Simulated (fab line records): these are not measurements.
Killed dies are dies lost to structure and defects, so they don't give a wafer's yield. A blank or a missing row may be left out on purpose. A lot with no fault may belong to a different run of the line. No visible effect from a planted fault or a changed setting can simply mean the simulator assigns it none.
Split-lot study	flow n5-finfet	route with 1938 steps; 7 lots, 39 wafers read

## ON THE SPLIT
At N5_BEOL_M3_TRENCH_ETCH_37 (etches SiOC in C4F6/O2, target depth 55.555 nm, time 29.2 s), the setting target-depth-a was moved away from the recipe's 555.55 angstrom on 12 of the 39 wafers read, by -32.8% to +46.2%. This setting was run at the recipe's value on the other wafers.

## FROM THE SPLIT TO THE READING: what the file shows between them, 2 steps
- N5_BEOL_M3_ETCH_41: etches SiCN in CH3F/O2, target depth 29.9 nm, time 52.5 s
- N5_BEOL_M3_STRIP_97: strips in N2/H2, time 10 s

## THE READING
trench-depth-nm, in nm, at N5_BEOL_M3_OCD_MEAS_38. Typical for fault-free wafers on this fab line: 55.7 nm, with standard deviation 1.1 nm.

wafer	tool, chamber at the split	target-depth-a as run, angstrom	against the recipe	trench-depth-nm, nm	against lot-mates on the recipe
L075.1	rie-diel-02, 0	443.5	-20.2%	45.9	-9.6
L075.2	rie-diel-02, 3	555.55	recipe	54.2	-
L075.3	rie-diel-02, 1	555.55	recipe	55.1	-
L075.4	rie-diel-02, 0	555.55	recipe	57.2	-
L075.5	rie-diel-02, 3	443.5	-20.2%	43.5	-12.0
L075.6	rie-diel-02, 1	443.5	-20.2%	44.7	-10.8
L078.1	rie-diel-02, 1	555.55	recipe	54.8	-
L078.2	rie-diel-02, 3	555.55	recipe	54.8	-
L078.3	rie-diel-02, 2	555.55	recipe	56.5	-
L078.4	rie-diel-02, 0	812.1	+46.2%	83.5	+28.1
L078.5	rie-diel-02, 0	812.1	+46.2%	84.9	+29.5
L078.6	rie-diel-02, 3	812.1	+46.2%	81.2	+25.8
L086.1	rie-diel-03, 3	555.55	recipe	57.4	-
L086.2	rie-diel-03, 1	555.55	recipe	54.9	-
L086.3	rie-diel-03, 0	555.55	recipe	55.2	-
L086.4	rie-diel-03, 2	555.55	recipe	55.1	-
L086.5	rie-diel-03, 0	555.55	recipe	55.0	-
L086.6	rie-diel-03, 1	555.55	recipe	54.4	-
L089.1	rie-diel-01, 0	555.55	recipe	55.3	-
L089.2	rie-diel-01, 3	555.55	recipe	56.0	-
L089.3	rie-diel-01, 2	555.55	recipe	55.8	-
L089.4	rie-diel-01, 1	555.55	recipe	55.7	-
L089.5	rie-diel-01, 2	555.55	recipe	55.6	-
L089.6	rie-diel-01, 3	555.55	recipe	55.6	-
L088.1	rie-diel-01, 2	373.3	-32.8%	37.9	-18.6
L088.2	rie-diel-01, 3	555.55	recipe	56.6	-
L088.3	rie-diel-01, 0	373.3	-32.8%	37.2	-19.3
L088.4	rie-diel-01, 1	373.3	-32.8%	37.7	-18.8
L088.5	rie-diel-01, 3	555.55	recipe	57.8	-
L088.6	rie-diel-01, 0	555.55	recipe	55.1	-
L090.1	rie-diel-01, 1	555.55	recipe	56.8	-
L090.5	rie-diel-01, 0	555.55	recipe	55.2	-
L090.6	rie-diel-01, 3	555.55	recipe	56.7	-
L093.1	rie-diel-02, 2	555.55	recipe	56.6	-
L093.2	rie-diel-02, 0	555.55	recipe	57.5	-
L093.3	rie-diel-02, 3	780	+40.4%	76.5	+20.0
L093.4	rie-diel-02, 1	555.55	recipe	55.3	-
L093.5	rie-diel-02, 2	780	+40.4%	79.6	+23.1
L093.6	rie-diel-02, 3	780	+40.4%	77.0	+20.5

FIT RESULTS
A straight line over all 39 wafers: trench-depth-nm changes by +0.566 nm for each +1% of target-depth-a; r = +1.00; the points scatter about the line by 1.2 nm.
The same after taking each lot's own level away (the mean of its wafers on the recipe; 39 wafers): +0.568 nm for each +1%; r = +0.99; scatter 1.2 nm.
That fit puts the effect of the largest move of target-depth-a on the reading at 26 nm.
Measured against the standard deviation above, the lots' own levels, which go from 55.33 to 56.50 nm, span 1.1 times it.
The two slopes are in agreement: the lot-to-lot level therefore moves the slope only a little.
Check: with one of the wafers moved furthest among these (+46.2%) left out of the fit, the line predicts +25.9 nm for it against its lot-mates. It came out at +28.1 nm against them.

## THE OTHER SPLITS THESE WAFERS WENT THROUGH
These wafers also went through other splits before the reading. Each is held against what the fit with the lots' levels taken away leaves over:
other split on the same wafers	wafers away from the commonest value	r with trench-depth-nm (lot level and that fit taken away)
N5_MOL_CONTACT_COAG_PRECLEAN_111 time-s	15	+0.16
N5_BEOL_M0_SAQP_DESCUM_19 time-s	18	-0.17

## THE WHOLE CHAIN: every reading that the file lists as answering this split, in the file's order
step	what it does	reading	change (the file's fit)	r (the file's)
N5_BEOL_M3_TRENCH_ETCH_37	etches SiOC in C4F6/O2, target depth 55.555 nm, time 29.2 s	etch.depth-nm (the simulator's own value, which no gauge read)	+0.567 nm for each +1% of the setting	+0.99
N5_BEOL_M3_TRENCH_ETCH_37	etches SiOC in C4F6/O2, target depth 55.555 nm, time 29.2 s	BEOL_M3.feature-depth-nm (the simulator's own value, which no gauge read)	+0.568 nm for each +1% of the setting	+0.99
N5_BEOL_M3_OCD_MEAS_38		trench-depth-nm	+0.568 nm for each +1% of the setting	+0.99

## FILE'S OWN FIT
trench-depth-nm changes by +0.568 nm for each +1% of target-depth-a, r = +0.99.
